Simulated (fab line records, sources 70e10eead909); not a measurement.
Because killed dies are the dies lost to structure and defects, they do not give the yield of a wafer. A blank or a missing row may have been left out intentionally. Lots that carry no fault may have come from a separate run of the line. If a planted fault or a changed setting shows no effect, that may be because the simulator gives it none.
Matching of chambers	flow nand-harc	4 sister chambers for NHARC_A_BONDPAD_CMP_19 on cmp-03
The step polishes, t overpolish 30 s, cu recess touch 16 s, target thk 169.8 nm. 8 wafers are shown with their chamber, then 7 later ones without.

== WAFERS PAIRED WITH THEIR CHAMBERS ==
wafer	chamber	motor-current-A (A)	overpolish-run-s (s)
L077.1	0	11.6	29.983
L078.1	1	11.8	30.012
L078.6	3	11.5	30.004
L084.2	3	11.2	30.003
L084.3	2	10.7	30.006
L084.4	0	11.8	30.009
L088.2	1	11.8	29.997
L088.4	2	11.2	30.009

== WAFERS MISSING THEIR CHAMBER ==
wafer	motor-current-A (A)	overpolish-run-s (s)
L088.5	12.3	30.004
L087.2	10.8	29.996
L087.4	11.8	29.998
L087.5	11.5	30.004
L096.1	11.0	30.006
L096.2	12.1	30.001
L096.4	10.7	30.003

== THE CHAMBER EACH PASSED THROUGH ==
wafer	from the rows above	in truth
L088.5	can't be placed: 1 or 0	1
L087.2	can't be placed: 2 or 3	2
L087.4	can't be placed: 0 or 1 or 3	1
L087.5	can't be placed: 3 or 0 or 1 or 2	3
L096.1	can't be placed: 2 or 3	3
L096.2	can't be placed: 1 or 0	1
L096.4	can't be placed: 2 or 3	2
Placed correctly: 0 of 7. Can't be placed from these rows: 7 (the true chamber is among the candidates in 7). Placed wrongly: 0.
How it was worked out, from the rows above alone: a wafer's distance from a chamber is the root of the sum, over the readings, of the square of ((its reading less the chamber's mean) divided by the reading's scatter). The wafer belongs to the nearest chamber; if the next one is less than 2 further off, it can't be placed. The mean given for a chamber averages the wafers shown for that chamber. The scatter is the square root of a quotient: the sum, over the shown wafers, of each reading's squared deviation from its chamber's mean, divided by wafers minus chambers.
